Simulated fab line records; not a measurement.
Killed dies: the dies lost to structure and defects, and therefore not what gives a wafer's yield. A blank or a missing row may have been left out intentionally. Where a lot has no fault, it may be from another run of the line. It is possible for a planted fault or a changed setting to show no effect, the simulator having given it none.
Which tool was responsible? | flow nand_harc | 24 lots with 72 wafers sampled at 6 steps, on a route of 1159 steps

## WHAT THE GAUGES SHOWED, per wafer
NHARC_P_M2_INSPECT_27.
lot  | measured     | on                | raw_defect_count
L074 | day 7 03:27  | defect_inspect-01 | 233 155 209
L075 | day 7 04:58  | defect_inspect-02 | 580 362 407
L076 | day 7 04:08  | defect_inspect-02 | 358 268 312
L077 | day 7 04:55  | defect_inspect-01 | 158 332 302
L078 | day 7 10:35  | defect_inspect-02 | 417 323 334
L079 | day 7 14:59  | defect_inspect-02 | 123 178 173
L080 | day 7 20:00  | defect_inspect-02 | 301 452 345
L081 | day 7 21:24  | defect_inspect-01 | 458 307 232
L082 | day 8 16:23  | defect_inspect-01 | 167 133 178
L084 | day 8 21:26  | defect_inspect-01 | 375 332 200
L083 | day 9 05:23  | defect_inspect-02 | 367 284 286
L085 | day 9 12:48  | defect_inspect-02 | 294 554 450
L088 | day 9 13:20  | defect_inspect-01 | 221 280 340
L086 | day 9 13:52  | defect_inspect-02 | 464 438 354
L087 | day 10 02:42 | defect_inspect-01 | 263 315 352
L089 | day 10 07:47 | defect_inspect-02 | 548 490 348
L090 | day 10 09:47 | defect_inspect-01 | 217 247 257
L091 | day 10 20:10 | defect_inspect-02 | 273 383 262
L092 | day 10 20:40 | defect_inspect-02 | 491 410 228
L093 | day 11 04:00 | defect_inspect-01 | 282 361 199
L094 | day 11 04:23 | defect_inspect-01 | 240 217 207
L095 | day 11 22:02 | defect_inspect-01 | 281 339 250
L096 | day 11 22:38 | defect_inspect-01 | 359 249 341
L097 | day 12 05:29 | defect_inspect-02 | 295 461 458

## WHICH TOOL RAN EACH LOT (tool, then ch and the chambers of the sampled wafers, then the start)
lot  | NHARC_P_GATE_DESCUM_48             | NHARC_P_GATE_STRIP_113               | NHARC_P_M1_ETCH_15                            | NHARC_P_M1_STRIP_18                | NHARC_P_M2_PVD_20
L074 | rie_diel-13 ch 0,2,3, day 5 12:10  | plasma_asher-01 ch 0,1, day 5 15:46  | rie_diel-04 ch 0,1,3, day 6 21:08 or earlier  | rie_diel-04 ch 0,2,3, day 6 21:08  | pvd_sputter-02, day 7 03:27 or earlier
L075 | rie_diel-07 ch 1,2, day 5 13:39    | plasma_asher-02 ch 0,1, day 5 17:44  | rie_diel-06 ch 1,2, day 6 22:07 or earlier    | rie_diel-04 ch 0,2,3, day 6 22:07  | pvd_sputter-02, day 7 04:58 or earlier
L076 | rie_diel-13 ch 0,1,3, day 5 19:49  | plasma_asher-01 ch 0,1, day 5 23:44  | rie_diel-06 ch 0,2,3, day 6 21:35 or earlier  | rie_diel-04 ch 0,1, day 6 21:35    | pvd_sputter-03, day 7 04:08 or earlier
L077 | rie_diel-13 ch 0,1,3, day 5 20:02  | plasma_asher-02 ch 0,1, day 6 00:10  | rie_diel-06 ch 0,1,3, day 6 22:28 or earlier  | rie_diel-10 ch 0,1,2, day 6 22:28  | pvd_sputter-01, day 7 04:55 or earlier
L078 | rie_diel-01 ch 0,1,3, day 6 01:58  | plasma_asher-02 ch 0,1, day 6 05:41  | rie_diel-10 ch 0,2,3, day 7 03:50 or earlier  | rie_diel-10 ch 0,1,2, day 7 03:50  | pvd_sputter-01, day 7 10:35 or earlier
L079 | rie_diel-01 ch 1,2,3, day 6 11:03  | plasma_asher-02 ch 0,1, day 6 14:46  | rie_diel-04 ch 0,2, day 7 08:41 or earlier    | rie_diel-06 ch 1,2,3, day 7 08:41  | pvd_sputter-01, day 7 14:59 or earlier
L080 | rie_diel-13 ch 0,1,2, day 6 17:56  | plasma_asher-02 ch 0,1, day 6 21:59  | rie_diel-04 ch 0,1, day 7 13:34 or earlier    | rie_diel-10 ch 1,2, day 7 13:34    | pvd_sputter-03, day 7 20:00 or earlier
L081 | rie_diel-07 ch 0,1,2, day 6 20:22  | plasma_asher-01 ch 0,1, day 7 00:22  | rie_diel-04 ch 1,3, day 7 15:00 or earlier    | rie_diel-06 ch 2,3, day 7 15:00    | pvd_sputter-02, day 7 21:24 or earlier
L082 | rie_diel-13 ch 0,2,3, day 7 13:11  | plasma_asher-01 ch 0,1, day 7 16:59  | rie_diel-06 ch 0,1,2, day 8 09:09 or earlier  | rie_diel-04 ch 0,3, day 8 09:09    | pvd_sputter-01, day 8 16:23 or earlier
L084 | rie_diel-13 ch 0,2,3, day 7 14:29  | plasma_asher-02 ch 0,1, day 7 18:16  | rie_diel-06 ch 0,1, day 8 14:16 or earlier    | rie_diel-04 ch 0,1,3, day 8 14:16  | pvd_sputter-01, day 8 21:26 or earlier
L083 | rie_diel-13 ch 0,2,3, day 7 14:32  | plasma_asher-01 ch 0,1, day 7 18:26  | rie_diel-04 ch 0,2, day 8 23:10 or earlier    | rie_diel-06 ch 0,2, day 8 23:10    | pvd_sputter-02, day 9 05:23 or earlier
L085 | rie_diel-07 ch 0,1,2, day 8 12:10  | plasma_asher-01 ch 0,1, day 8 16:17  | rie_diel-04 ch 2,3, day 9 06:25 or earlier    | rie_diel-04 ch 0,1, day 9 06:25    | pvd_sputter-02, day 9 12:48 or earlier
L088 | rie_diel-01 ch 0,1,2, day 8 12:29  | plasma_asher-01 ch 0,1, day 8 17:22  | rie_diel-06 ch 2,3, day 9 06:44 or earlier    | rie_diel-04 ch 1,3, day 9 06:44    | pvd_sputter-01, day 9 13:20 or earlier
L086 | rie_diel-07 ch 0,1, day 8 12:52    | plasma_asher-01 ch 0,1, day 8 18:33  | rie_diel-04 ch 1,2, day 9 07:31 or earlier    | rie_diel-06 ch 0,2,3, day 9 07:31  | pvd_sputter-03, day 9 13:52 or earlier
L087 | rie_diel-01 ch 1,2,3, day 8 18:19  | plasma_asher-01 ch 0,1, day 8 23:19  | rie_diel-10 ch 0,1,3, day 9 20:19 or earlier  | rie_diel-04 ch 0,1,2, day 9 20:19  | pvd_sputter-01, day 10 02:42 or earlier
L089 | rie_diel-01 ch 0,1,3, day 8 23:29  | plasma_asher-02 ch 0,1, day 9 03:21  | rie_diel-04 ch 2,3, day 10 01:33 or earlier   | rie_diel-10 ch 1,2,3, day 10 01:33 | pvd_sputter-03, day 10 07:47 or earlier
L090 | rie_diel-07 ch 1,2,3, day 9 00:35  | plasma_asher-02 ch 0,1, day 9 04:37  | rie_diel-04 ch 0,3, day 10 03:13 or earlier   | rie_diel-06 ch 2,3, day 10 03:13   | pvd_sputter-01, day 10 09:47 or earlier
L091 | rie_diel-01 ch 0,2,3, day 9 18:52  | plasma_asher-02 ch 0,1, day 9 22:34  | rie_diel-10 ch 1,2,3, day 10 13:29 or earlier | rie_diel-06 ch 1,2,3, day 10 13:29 | pvd_sputter-02, day 10 20:10 or earlier
L092 | rie_diel-13 ch 0,1,2, day 9 19:30  | plasma_asher-02 ch 0,1, day 9 23:52  | rie_diel-04 ch 0,2,3, day 10 14:11 or earlier | rie_diel-10 ch 1,2,3, day 10 14:11 | pvd_sputter-02, day 10 20:40 or earlier
L093 | rie_diel-13 ch 0,2,3, day 10 02:10 | plasma_asher-01 ch 0,1, day 10 06:00 | rie_diel-10 ch 0,1,3, day 10 21:17 or earlier | rie_diel-04 ch 0,1,3, day 10 21:17 | pvd_sputter-02, day 11 04:00 or earlier
L094 | rie_diel-01 ch 1,2, day 10 02:38   | plasma_asher-02 ch 0,1, day 10 06:43 | rie_diel-06 ch 0,1, day 10 21:50 or earlier   | rie_diel-06 ch 0,1,2, day 10 21:50 | pvd_sputter-03, day 11 04:23 or earlier
L095 | rie_diel-13 ch 0,1,3, day 10 18:46 | plasma_asher-01 ch 0,1, day 10 22:29 | rie_diel-10 ch 1,3, day 11 15:42 or earlier   | rie_diel-04 ch 0,1,3, day 11 15:42 | pvd_sputter-02, day 11 22:02 or earlier
L096 | rie_diel-01 ch 0,1,2, day 10 18:58 | plasma_asher-02 ch 0,1, day 10 23:01 | rie_diel-06 ch 1,2, day 11 16:07 or earlier   | rie_diel-10 ch 0,1,3, day 11 16:07 | pvd_sputter-03, day 11 22:38 or earlier
L097 | rie_diel-01 ch 0,1,2, day 10 23:53 | plasma_asher-02 ch 0,1, day 11 03:43 | rie_diel-10 ch 0,1, day 11 23:04 or earlier   | rie_diel-06 ch 0,1,2, day 11 23:04 | pvd_sputter-02, day 12 05:29 or earlier
- NHARC_P_GATE_DESCUM_48: chemistry O2, time 3 s.
- NHARC_P_GATE_STRIP_113: strips in N2/H2, time 740 s.
- NHARC_P_M1_ETCH_15: etches the open film in C4F8/Ar, target depth 182.5 nm, time 91.2 s.
- NHARC_P_M1_STRIP_18: strips in N2/H2.
- NHARC_P_M2_PVD_20: deposits TaN, target thk 5 nm, time 8.06 s.

## WHAT THE TOOLS THEMSELVES READ (means of the sampled wafers that have a number; where no wafer has one, the mark that the record gives instead)
NHARC_P_GATE_DESCUM_48.
lot  | tool        | drypump_motor_current_A (A) | oes_product_au (a.u.) | rf_vpp_V (V) | showerhead_plenum_p_Torr (Torr) | throttle_valve_pct (%)
L074 | rie_diel-13 | 5.7                         | 0.999                 | 57.6         | 1.89                            | 11.314
L075 | rie_diel-07 | 5.8                         | 0.998                 | 57.5         | 1.94                            | 11.313
L076 | rie_diel-13 | 5.5                         | 0.995                 | 58.2         | 1.88                            | 11.324
L077 | rie_diel-13 | 5.6                         | 1.003                 | 57.9         | 1.88                            | 11.302
L078 | rie_diel-01 | 5.7                         | 0.998                 | 57.5         | 1.84                            | 11.319
L079 | rie_diel-01 | 5.5                         | 0.996                 | 58.0         | 1.91                            | 11.303
L080 | rie_diel-13 | 5.6                         | 0.999                 | 58.0         | 1.84                            | 11.305
L081 | rie_diel-07 | 5.8                         | 0.992                 | 58.1         | 1.97                            | 11.315
L082 | rie_diel-13 | 5.7                         | 0.997                 | 57.7         | 1.88                            | 11.315
L084 | rie_diel-13 | 5.7                         | 0.997                 | 57.7         | 1.88                            | 11.314
L083 | rie_diel-13 | 5.7                         | 1.008                 | 56.9         | 1.88                            | 11.310
L085 | rie_diel-07 | 5.8                         | 0.995                 | 58.2         | 1.97                            | 11.320
L088 | rie_diel-01 | 5.9                         | 0.999                 | 57.6         | 1.87                            | 11.317
L086 | rie_diel-07 | 5.7                         | 0.993                 | 57.4         | 1.96                            | 11.309
L087 | rie_diel-01 | 5.5                         | 0.990                 | 56.6         | 1.90                            | 11.313
L089 | rie_diel-01 | 5.7                         | 0.999                 | 57.8         | 1.84                            | 11.312
L090 | rie_diel-07 | 5.6                         | 0.992                 | 56.6         | 1.92                            | 11.316
L091 | rie_diel-01 | 6.0                         | 0.994                 | 57.5         | 1.89                            | 11.312
L092 | rie_diel-13 | 5.6                         | 0.996                 | 57.5         | 1.83                            | 11.320
L093 | rie_diel-13 | 5.7                         | 1.003                 | 57.1         | 1.88                            | 11.313
L094 | rie_diel-01 | 5.7                         | 0.996                 | 58.5         | 1.93                            | 11.313
L095 | rie_diel-13 | 5.5                         | 0.999                 | 57.9         | 1.87                            | 11.312
L096 | rie_diel-01 | 5.9                         | 0.997                 | 57.8         | 1.86                            | 11.309
L097 | rie_diel-01 | 5.9                         | 1.000                 | 57.3         | 1.86                            | 11.316

NHARC_P_GATE_STRIP_113.
lot  | tool            | drypump_motor_current_A (A) | heater_power_w (W)
L074 | plasma_asher-01 | 5.4                         | 86
L075 | plasma_asher-02 | 5.7                         | 93
L076 | plasma_asher-01 | 5.7                         | 86
L077 | plasma_asher-02 | 5.7                         | 94
L078 | plasma_asher-02 | 6.0                         | 97
L079 | plasma_asher-02 | 5.7                         | 93
L080 | plasma_asher-02 | 6.0                         | 96
L081 | plasma_asher-01 | 5.4                         | 87
L082 | plasma_asher-01 | 5.7                         | 87
L084 | plasma_asher-02 | 6.1                         | 97
L083 | plasma_asher-01 | 5.7                         | 86
L085 | plasma_asher-01 | 5.4                         | 87
L088 | plasma_asher-01 | 5.7                         | 86
L086 | plasma_asher-01 | 5.7                         | 85
L087 | plasma_asher-01 | 5.4                         | 87
L089 | plasma_asher-02 | 5.7                         | 89
L090 | plasma_asher-02 | 6.0                         | 94
L091 | plasma_asher-02 | 6.0                         | 96
L092 | plasma_asher-02 | 6.0                         | 94
L093 | plasma_asher-01 | 5.4                         | 87
L094 | plasma_asher-02 | 6.0                         | 92
L095 | plasma_asher-01 | 5.4                         | 88
L096 | plasma_asher-02 | 5.7                         | 89
L097 | plasma_asher-02 | 5.7                         | 88

NHARC_P_M1_ETCH_15.
lot  | tool        | oes_product_au (a.u.) | rf_vpp_V (V)
L074 | rie_diel-04 | 0.978                 | 441.0
L075 | rie_diel-06 | 0.974                 | 437.0
L076 | rie_diel-06 | 0.958                 | 440.3
L077 | rie_diel-06 | 0.937                 | 440.8
L078 | rie_diel-10 | 0.914                 | 441.7
L079 | rie_diel-04 | 0.965                 | 443.6
L080 | rie_diel-04 | 0.978                 | 442.8
L081 | rie_diel-04 | 0.986                 | 439.2
L082 | rie_diel-06 | 0.949                 | 438.5
L084 | rie_diel-06 | 0.925                 | 438.7
L083 | rie_diel-04 | 0.966                 | 442.5
L085 | rie_diel-04 | 0.973                 | 439.2
L088 | rie_diel-06 | 0.913                 | 440.3
L086 | rie_diel-04 | 0.985                 | 438.6
L087 | rie_diel-10 | 0.935                 | 441.6
L089 | rie_diel-04 | 0.927                 | 439.1
L090 | rie_diel-04 | 0.917                 | 442.1
L091 | rie_diel-10 | 0.963                 | 444.2
L092 | rie_diel-04 | 0.970                 | 441.6
L093 | rie_diel-10 | 0.941                 | 441.3
L094 | rie_diel-06 | 0.961                 | 438.6
L095 | rie_diel-10 | 0.960                 | 442.6
L096 | rie_diel-06 | 0.971                 | 437.2
L097 | rie_diel-10 | 0.915                 | 442.0

NHARC_P_M1_STRIP_18.
lot  | tool        | drypump_motor_current_A (A) | oes_product_au (a.u.) | rf_vpp_V (V) | showerhead_plenum_p_Torr (Torr) | throttle_valve_pct (%)
L074 | rie_diel-04 | 5.5                         | 1.001                 | 90.3         | 2.05                            | 14.166
L075 | rie_diel-04 | 5.5                         | 0.992                 | 90.5         | 2.05                            | 14.177
L076 | rie_diel-04 | 5.5                         | 1.002                 | 90.9         | 2.12                            | 14.172
L077 | rie_diel-10 | 5.2                         | 0.982                 | 91.2         | 2.10                            | 14.168
L078 | rie_diel-10 | 5.2                         | 0.996                 | 91.1         | 2.10                            | 14.179
L079 | rie_diel-06 | 5.6                         | 0.990                 | 89.4         | 1.99                            | 14.169
L080 | rie_diel-10 | 5.5                         | 0.978                 | 91.2         | 2.18                            | 14.175
L081 | rie_diel-06 | 5.4                         | 0.992                 | 90.6         | 2.00                            | 14.175
L082 | rie_diel-04 | 5.4                         | 0.999                 | 90.8         | 2.06                            | 14.169
L084 | rie_diel-04 | 5.6                         | 0.999                 | 90.9         | 2.05                            | 14.176
L083 | rie_diel-06 | 5.8                         | 0.995                 | 89.2         | 1.96                            | 14.175
L085 | rie_diel-04 | 5.8                         | 1.004                 | 90.9         | 2.05                            | 14.168
L088 | rie_diel-04 | 5.6                         | 0.996                 | 90.5         | 1.98                            | 14.173
L086 | rie_diel-06 | 5.4                         | 0.990                 | 90.3         | 2.02                            | 14.173
L087 | rie_diel-04 | 5.7                         | 1.003                 | 90.9         | 2.05                            | 14.184
L089 | rie_diel-10 | 5.7                         | 0.991                 | 90.8         | 2.14                            | 14.174
L090 | rie_diel-06 | 5.1                         | 0.993                 | 90.0         | 2.06                            | 14.166
L091 | rie_diel-06 | 5.6                         | 1.009                 | 90.0         | 1.99                            | 14.176
L092 | rie_diel-10 | 5.7                         | 0.988                 | 92.0         | 2.14                            | 14.170
L093 | rie_diel-04 | 5.6                         | 1.004                 | 90.9         | 2.05                            | 14.168
L094 | rie_diel-06 | 5.9                         | 0.993                 | 90.3         | 1.95                            | 14.172
L095 | rie_diel-04 | 5.6                         | 1.008                 | 90.1         | 2.05                            | 14.172
L096 | rie_diel-10 | 5.4                         | 0.991                 | 90.9         | 2.06                            | 14.169
L097 | rie_diel-06 | 5.9                         | 1.004                 | 89.8         | 1.95                            | 14.167

NHARC_P_M2_PVD_20.
lot  | tool           | throttle_valve_pct (%)
L074 | pvd_sputter-02 | 30.2
L075 | pvd_sputter-02 | 30.0
L076 | pvd_sputter-03 | 29.9
L077 | pvd_sputter-01 | 30.5
L078 | pvd_sputter-01 | 30.2
L079 | pvd_sputter-01 | 30.1
L080 | pvd_sputter-03 | 30.5
L081 | pvd_sputter-02 | 29.8
L082 | pvd_sputter-01 | 30.9
L084 | pvd_sputter-01 | 30.9
L083 | pvd_sputter-02 | 30.2
L085 | pvd_sputter-02 | 30.1
L088 | pvd_sputter-01 | 30.6
L086 | pvd_sputter-03 | 29.9
L087 | pvd_sputter-01 | 30.9
L089 | pvd_sputter-03 | 30.2
L090 | pvd_sputter-01 | 31.0
L091 | pvd_sputter-02 | 29.9
L092 | pvd_sputter-02 | 29.9
L093 | pvd_sputter-02 | 29.9
L094 | pvd_sputter-03 | 30.5
L095 | pvd_sputter-02 | 30.3
L096 | pvd_sputter-03 | 29.7
L097 | pvd_sputter-02 | 30.0

## THE ANSWER, worked out from the rows above alone
Rule: the lots themselves supply what counts as usual. Put in order of their means at a reading, lots are off if they are a third of the lots or fewer, leave a main group of 4 or more, and stand apart from it by a gap of 3 or more times the standard deviation of the main group's means; of several such gaps the widest counts. A main group whose means are all the same, to the digits that the tables above print for the reading, isn't used. A lot without any number at a reading at which 4 lots or more have one is off too. Where the step has rows for the other lots, those lots are counted as sound. The gauges are gone through in route order, then the tools' own readings, and for those a lot's mean is taken as printed above. At the first step where some lot is off, the reading lying furthest off is the one used; lots without a number count as furthest.
Across all readings shown, no lot is off: no conclusion can be drawn from this.

## WHAT THE SIMULATOR HAD INSERTED
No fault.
